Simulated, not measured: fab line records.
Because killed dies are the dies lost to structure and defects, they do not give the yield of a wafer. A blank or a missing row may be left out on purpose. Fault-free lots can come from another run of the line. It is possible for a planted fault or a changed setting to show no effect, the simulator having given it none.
fab line records	flow n5_finfet
record lots=10	wafers=28	last_day=17
route steps=1938 shown BEOL_M13@1699 BEOL_M14@1716 PASSIVATION@1936
lots with no fault: from the same line, run without faults
start_h: hours from the record's opening day to when the first of the lot's shown wafers began	wait_h: hours from the lot's prior step to this one	" same as the row above	L1.1+2: a single row standing in for several wafers	- either no value or no given start	* or withheld: withheld	< > ~ a bound
route shown NAME@n: names a module that has steps shown in the file, with the first one's number in the route	usual: average and standard deviation across the fault-free wafers	same: alike in all rows	chamber/n: place in a boat	sites: each site's reading	_std_site: standard deviation of those values	_edge_site: the outer-site mean with the inner-site mean subtracted	radius_mm: for every site, how far away it sits from the centre of the wafer	mask NAME#n: copy n	behind: the most recent tool/chamber to have shaped the wafer	hold: cause of the lot's hold/its duration in hours/its outcome	device: the transistor (n, p or np) that didn't switch	end of line: tests run on the same wafers once the route is complete	a step with no rows: only its recipe	killed: dies that structure and defects cost at the first sort, which is not the same as the wafer's yield	map: the dies of a wafer, with x for killed, . for not killed, _ for no die there
set.NAME: the setting that was run; set.NAME@STEP: the one run at that earlier step	model.NAME: the simulator's own value behind a step, which no gauge read
the route's steps for a sample of lots (tables are steps, rows are wafers)
services: a tool's chamber out of use, with start hour (start_h, from the record's first day; less than 0 if before it), hours out, and reason
## steps
# step N5_BEOL_M13_STRIP_37
# recipe chemistry=N2/H2	power_w=1000	temp_c=250	h2_frac=0.65	overash_fraction=0.3	pressure_mtorr=withheld	n2_flow_sccm=1750	h2_flow_sccm=3250
# usual drypump_motor_current_A=5.59/0.3	heater_power_w=375/22	oes_product_au=0.785/0.01
lot.wafer	tool	chamber	start_h	wait_h	drypump_motor_current_A	heater_power_w	oes_product_au	rf_hours_counter_h
L444.1	plasma_asher-02	0	245.93	0.0	5.90	383	0.783	126
L444.3	"	1	"	"	5.72	337	0.786	-
L444.6	"	0	"	"	5.90	379	0.787	-
L443.2	plasma_asher-02	0	250.82	0.0	5.91	377	0.777	128
L443.4	"	1	"	"	5.74	344	0.779	-
L443.5	"	1	"	"	5.74	351	0.790	-
L450.2	plasma_asher-02	0	276.38	0.0	5.90	382	0.795	133
L450.3	"	1	"	"	5.73	353	0.802	-
L450.4	"	0	"	"	5.91	396	0.794	-
L451.1	plasma_asher-01	1	281.20	0.0	5.07	416	0.764	78
L451.2	"	0	"	"	5.65	361	0.781	78
L451.4	"	1	"	"	5.10	407	0.764	-
L457.1	plasma_asher-01	0	317.13	0.0	5.68	365	0.782	85
L457.2	"	1	"	"	5.09	403	0.791	85
L457.6	"	1	"	"	5.11	409	0.784	-
L458.1	plasma_asher-01	1	326.31	0.0	5.12	400	0.790	86
L458.3	"	0	"	"	5.62	363	0.769	-
L458.5	"	1	"	"	5.09	407	0.789	-
L462.3	plasma_asher-01	1	344.58	0.1	5.08	405	0.776	-
L462.4	"	0	"	"	5.67	357	0.770	-
L461.1	plasma_asher-02	1	351.16	0.0	5.70	344	0.810	147
L461.2	"	0	"	"	5.85	382	0.782	147
L461.6	"	0	"	"	5.90	375	0.805	-
L465.1	plasma_asher-02	1	365.05	0.1	5.72	345	0.803	150
L465.5	"	1	"	"	5.71	348	0.787	-
L466.2	plasma_asher-02	1	374.77	0.0	5.71	343	0.796	152
L466.3	"	1	"	"	5.70	349	0.778	-
L466.6	"	1	"	"	5.72	351	0.779	-
# step N5_BEOL_M13_CMP_49
# recipe stop_on=SiOC	t_overpolish_s=17.1	down_force_psi=1	platen_rpm=50	clearing_platen_down_force_psi=1.5	clearing_platen_rpm=50	post_cmp_clean=cu_alkaline	target_thk_nm=420	clearing_platen_pad_velocity_m_s=0.99484	pad_velocity_m_s=0.99484
# usual barrier_field_endpoint_s=30.6/0.75	motor_current_A=6.0/0.53	overpolish_run_s=17.100/0.0094	pad_life_wafers=1068/520	slurry_filter_dp_kPa=13.51/0.14
lot.wafer	tool	chamber	start_h	wait_h	barrier_field_endpoint_s	motor_current_A	overpolish_run_s	pad_life_wafers	slurry_filter_dp_kPa
L444.3	cmp-03	1	247.83	0.4	30.3	6.4	17.093	492	13.47
L444.1	"	2	"	"	29.6	6.4	17.090	493	13.50
L444.6	"	1	"	"	30.8	5.9	17.102	-	13.55
L443.4	cmp-04	1	254.21	0.1	32.4	6.1	17.102	1536	13.77
L443.2	"	2	"	"	31.8	5.2	17.121	1537	13.56
L443.5	"	2	"	"	31.1	5.3	17.099	-	13.60
L450.2	cmp-03	1	278.65	0.2	30.8	6.2	17.111	780	13.41
L450.4	"	2	"	"	29.5	6.3	17.118	781	13.64
L450.3	"	3	"	"	29.7	6.7	17.104	782	13.71
L451.2	cmp-02	2	282.80	0.3	29.2	5.3	17.105	841	13.53
L451.1	"	3	"	"	29.9	6.0	17.098	842	13.40
L451.4	"	0	"	"	29.6	5.7	17.105	843	13.57
L457.2	cmp-02	0	320.23	0.2	29.7	6.0	17.104	1195	13.44
L457.1	"	1	"	"	30.3	6.9	17.107	1196	13.61
L457.6	"	3	"	"	31.0	5.5	17.096	-	13.66
L458.3	cmp-02	0	329.30	0.2	30.6	5.8	17.106	1284	13.65
L458.1	"	3	"	"	30.1	6.0	17.108	1287	13.50
L458.5	"	0	"	"	30.5	5.8	17.092	-	13.53
L462.4	cmp-04	0	346.60	0.1	31.0	5.2	17.100	84	13.59
L462.3	"	2	"	"	30.1	5.0	17.098	86	13.37
L461.1	cmp-04	1	355.72	0.3	31.9	5.8	17.090	168	13.82
L461.2	"	2	"	"	31.1	5.1	17.092	169	13.51
L461.6	"	1	"	"	32.8	6.0	17.125	-	13.61
L465.1	cmp-03	2	367.16	0.3	30.8	6.2	17.117	1494	13.57
L465.5	"	2	"	"	30.0	6.4	17.103	-	13.44
L466.3	cmp-04	2	376.14	0.2	30.2	4.9	17.104	318	13.40
L466.2	"	1	"	"	30.9	5.8	17.107	321	13.54
L466.6	"	2	"	"	29.8	5.3	17.093	-	13.51
# step N5_BEOL_M13_THK_MEAS_50
# recipe thk_meas_gauge=xrf	reads=Cu_of_BEOL_M13_ECD_47
# usual M13_THK=415/5.9
lot.wafer	tool	chamber	start_h	wait_h	M13_THK[nm]
L444.1	film_metro-01	-	248.13	-	412
L444.3	"	-	"	"	405
L444.6	"	-	"	"	404
L443.2	film_metro-02	-	254.51	-	424
L443.4	"	-	"	"	426
L443.5	"	-	"	"	420
L450.2	film_metro-02	-	278.94	-	412
L450.3	"	-	"	"	418
L450.4	"	-	"	"	414
L451.1	film_metro-01	-	283.05	-	411
L451.2	"	-	"	"	414
L451.4	"	-	"	"	412
L457.1	film_metro-02	-	320.48	-	413
L457.2	"	-	"	"	415
L457.6	"	-	"	"	411
L458.1	film_metro-02	-	329.59	-	422
L458.3	"	-	"	"	414
L458.5	"	-	"	"	420
L462.3	film_metro-01	-	346.89	-	430
L462.4	"	-	"	"	423
L461.1	film_metro-02	-	356.02	-	412
L461.2	"	-	"	"	403
L461.6	"	-	"	"	416
L465.1	film_metro-01	-	367.45	-	422
L465.5	"	-	"	"	417
L466.2	film_metro-02	-	376.44	-	415
L466.3	"	-	"	"	417
L466.6	"	-	"	"	417
# step N5_BEOL_M14_ILD_DEP_00
# recipe material=SiO2	target_thk_a=11193	temp_c=400	precursor=TEOS/O2	pressure_torr=6.5	rf_w=900	teos_flow_sccm=161.4	gas=O2	flow_sccm=2650	time_s=237.4
# usual heater_power_w=560/80	run_length_s=280.6/0.6	showerhead_plenum_p_Torr=8.344/0.028	throttle_valve_pct=18.4/0.75
lot.wafer	tool	chamber	start_h	wait_h	heater_power_w	run_length_s	showerhead_plenum_p_Torr	throttle_valve_pct
L444.1	pecvd-03	1	248.32	0.0	604	281.6	8.327	18.2
L444.3	"	0	"	"	562	280.2	8.348	17.9
L444.6	"	1	"	"	656	281.6	8.331	18.2
L443.2	pecvd-02	0	254.70	0.0	543	280.8	8.360	20.2
L443.4	"	2	"	"	572	280.9	8.352	18.2
L443.5	"	1	"	"	371	280.3	8.342	18.4
L450.2	pecvd-04	1	279.13	0.0	488	487.8	8.375	19.1
L450.3	"	0	"	"	567	486.9	8.367	18.6
L450.4	"	2	"	"	705	281.2	8.262	18.1
L451.1	pecvd-04	1	283.24	0.0	579	488.3	8.379	19.1
L451.2	"	0	"	"	668	487.7	8.375	18.7
L451.4	"	0	"	"	503	280.0	8.374	18.6
L457.1	pecvd-03	1	320.68	0.0	608	281.2	8.353	18.0
L457.2	"	0	"	"	523	279.9	8.325	18.0
L457.6	"	1	"	"	654	281.2	8.334	17.8
L458.1	pecvd-03	0	329.78	0.0	520	280.0	8.349	18.1
L458.3	"	2	"	"	567	279.4	8.363	17.7
L458.5	"	1	"	"	522	281.1	8.319	18.0
L462.3	pecvd-02	0	347.09	0.0	560	281.1	8.351	20.1
L462.4	"	2	"	"	559	280.5	8.338	18.2
L461.1	pecvd-02	1	356.22	0.1	496	280.2	8.313	18.0
L461.2	"	2	"	"	520	280.8	8.330	18.4
L461.6	"	0	"	"	506	280.0	8.349	20.3
L465.1	pecvd-02	2	367.64	0.0	443	280.7	8.328	18.2
L465.5	"	2	"	"	555	280.7	8.340	18.4
L466.2	pecvd-04	1	376.63	0.0	523	281.0	8.373	18.9
L466.3	"	2	"	"	720	280.5	8.286	18.0
L466.6	"	2	"	"	550	280.4	8.294	18.0
# step N5_BEOL_M14_THK_MEAS_01
# recipe reads=SiO2_of_BEOL_M14_ILD_DEP_00
# usual M14_ILD_THK=1121/17
lot.wafer	tool	chamber	start_h	wait_h	M14_ILD_THK[nm]
L444.1	film_metro-01	-	248.51	0.1	1130
L444.3	"	-	"	"	1094
L444.6	"	-	"	"	1144
L443.2	film_metro-01	-	254.89	0.1	1103
L443.4	"	-	"	"	1115
L443.5	"	-	"	"	1138
L450.2	film_metro-02	-	279.32	0.1	2070
L450.3	"	-	"	"	2086
L450.4	"	-	"	"	1128
L451.1	film_metro-02	-	283.43	0.1	2072
L451.2	"	-	"	"	2057
L451.4	"	-	"	"	1121
L457.1	film_metro-02	-	320.86	0.1	1122
L457.2	"	-	"	"	1106
L457.6	"	-	"	"	1121
L458.1	film_metro-01	-	329.97	0.1	1105
L458.3	"	-	"	"	1095
L458.5	"	-	"	"	1148
L462.3	film_metro-01	-	347.28	0.1	1099
L462.4	"	-	"	"	1114
L461.1	film_metro-01	-	356.41	0.1	1120
L461.2	"	-	"	"	1100
L461.6	"	-	"	"	1123
L465.1	film_metro-01	-	367.91	0.2	1090
L465.5	"	-	"	"	1115
L466.2	film_metro-01	-	376.82	0.1	1120
L466.3	"	-	"	"	1123
L466.6	"	-	"	"	1143
# step N5_BEOL_M14_CD_MEAS_17
# recipe target_cd_nm=250	polarity=opening
# usual cd_nm=249.9/1.7
lot.wafer	tool	chamber	start_h	wait_h	cd_nm
L444.1	cd_sem-02	-	249.46	0.0	247.6
L444.3	"	-	"	"	246.1
L444.6	"	-	"	"	250.0
L443.2	cd_sem-02	-	255.72	0.0	249.5
L443.4	"	-	"	"	252.4
L443.5	"	-	"	"	252.9
L450.2	cd_sem-03	-	280.25	0.0	256.3
L450.3	"	-	"	"	256.3
L450.4	"	-	"	"	250.1
L451.1	cd_sem-01	-	284.75	0.0	261.1
L451.2	"	-	"	"	257.4
L451.4	"	-	"	"	249.8
L457.1	cd_sem-01	-	321.69	0.0	253.7
L457.2	"	-	"	"	252.8
L457.6	"	-	"	"	251.1
L458.1	cd_sem-02	-	330.81	0.0	249.6
L458.3	"	-	"	"	251.1
L458.5	"	-	"	"	249.7
L462.3	cd_sem-02	-	348.11	0.0	249.7
L462.4	"	-	"	"	249.7
L461.1	cd_sem-03	-	357.37	0.0	249.9
L461.2	"	-	"	"	249.6
L461.6	"	-	"	"	251.8
L465.1	cd_sem-03	-	368.74	0.0	247.6
L465.5	"	-	"	"	249.2
L466.2	cd_sem-02	-	377.96	0.0	248.2
L466.3	"	-	"	"	248.8
L466.6	"	-	"	"	250.3
# step N5_PASSIVATION_PROBE_49
# usual defect_limited_yield=91.5/1.4	killed_at_M0_to_M3=32/9.7	killed_at_M4_up=14/5.3	killed_at_contacts=11/6	killed_at_front_end=39/14	killed_at_other=3.3/2.7	killed_dies=100/17	killed_open=66/13	killed_short=32/7.4	sort_bin_4_leakage=0.02/0.16	sort_bin_5_function=4.9/0.9	sort_bin_6_memory=3.2/0.72	sort_n_pass=1080/17	sort_yield_pct=91.5/1.4
# same gross_dies=1180	killed_at_back_side=0	sort_bin_8_speed[%]=0
lot.wafer	tool	chamber	start_h	wait_h	defect_limited_yield[%]	killed_at_M0_to_M3	killed_at_M4_up	killed_at_contacts	killed_at_front_end	killed_at_other	killed_dies	killed_open	killed_short	sort_bin_4_leakage[%]	sort_bin_5_function[%]	sort_bin_6_memory[%]	sort_n_pass	sort_yield_pct[%]
L443.2	prober-02	-	283.46	0.1	92.0	34	18	9	28	5	94	63	31	0	5.2	2.6	1086	92.0
L443.4	prober-02	-	283.56	0.2	94.3	30	10	7	13	7	67	42	25	0	3.2	2.1	1113	94.3
L443.5	prober-02	-	283.61	0.2	91.9	45	13	2	31	4	95	59	36	0	4.3	3.4	1085	91.9
L451.4	prober-02	-	311.48	0.2	92.4	25	7	10	45	3	90	55	33	0	4.2	2.8	1090	92.4
# killed by level:class
L443.2 BEOL_M2:geometric_particle:open=13 MOL_CONTACT_COAG:geometric_particle:open=9 FIN_SAQP:geometric_particle:short=8 BEOL_M4:geometric_particle:open=8 BEOL_M1:geometric_particle:open=7 FIN_SAQP:geometric_particle:open=6 GATE_CUT:geometric_particle:short=5 BEOL_M0_SAQP:geometric_particle:short=5
L443.4 BEOL_M3:geometric_particle:open=8 MOL_CONTACT_COAG:geometric_particle:open=6 BEOL_M0_SAQP:geometric_particle:open=6 BEOL_M0_SAQP:geometric_particle:short=5 FIN_SAQP:geometric_particle:short=4 BEOL_M2:geometric_particle:open=4 BEOL_M3:geometric_particle:short=4 MIM_TOP_ETCH:geometric_particle:open=3
L443.5 BEOL_M3:geometric_particle:open=11 FIN_SAQP:geometric_particle:short=10 BEOL_M0_SAQP:geometric_particle:open=9 BEOL_M0_SAQP:geometric_particle:short=9 BEOL_M2:geometric_particle:open=9 FIN_SAQP:geometric_particle:open=6 GATE_CUT:geometric_particle:short=4 BEOL_M1:geometric_particle:open=4
L451.4 FIN_SAQP:geometric_particle:short=16 STI_FIN_REVEAL:geometric_particle:open=10 MOL_CONTACT_COAG:geometric_particle:open=9 FIN_SAQP:geometric_particle:open=7 BEOL_M0_SAQP:geometric_particle:open=5 BEOL_M1:geometric_particle:open=5 BEOL_M0_SAQP:geometric_particle:short=4 BEOL_M2:geometric_particle:open=4
## services
tool	chamber	start_h	hours	kind
cmp-04	-	230.39	0.8	repair
plasma_asher-01	-	241.24	5.7	repair
cmp-04	-	244.50	5.0	repair
pecvd-02	-	245.16	1.7	repair
cmp-02	-	256.81	4.4	pm
plasma_asher-02	-	268.38	2.8	repair
cmp-03	-	269.63	1.2	repair
pecvd-03	-	291.16	6.0	pm
pecvd-02	1	295.01	5.5	scheduled_down
pecvd-03	0	297.99	2.1	scheduled_down
pecvd-04	-	298.18	0.4	repair
pecvd-04	0	299.97	-	calibration
pecvd-04	-	310.59	0.5	repair
pecvd-04	-	318.37	0.7	repair
cmp-04	-	320.90	7.0	repair
pecvd-04	-	330.29	1.7	repair
cmp-04	-	332.15	4.0	pm
pecvd-02	-	334.10	1.0	repair
cmp-04	-	336.15	-	consumable_replace:conditioner
cmp-04	-	336.15	-	consumable_replace:pad
cmp-03	-	345.21	3.9	pm
pecvd-04	-	355.62	1.7	repair
cmp-03	-	376.54	9.8	repair
## key
first_sign step=N5_BEOL_M14_ILD_DEP_00	reading=run_length_s	direction=up	sigmas=99+	usual=*	struck=*
effect step=N5_BEOL_M14_THK_MEAS_01	reading=M14_ILD_THK	direction=up	sigmas=57	usual=1121	struck=2071
effect step=N5_BEOL_M14_CD_MEAS_17	reading=cd_nm	direction=up	sigmas=4.7	usual=249.9	struck=257.8
met_at N5_BEOL_M14_ILD_DEP_00
struck_lots L450,L451
struck_wafers L450.2,L450.3,L451.1,L451.2
not_acting_at N5_BEOL_M13_STRIP_37,N5_BEOL_M13_CMP_49,N5_BEOL_M13_THK_MEAS_50
fault kind=process_parameter_drift	tool=pecvd-04	chamber=-	onset_h=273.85	steps=N5_BEOL_M14_ILD_DEP_00	channel=time_s	offset=*	shape=step	end_h=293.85	scope=struck_wafers_only	acts_in=*	stated=*
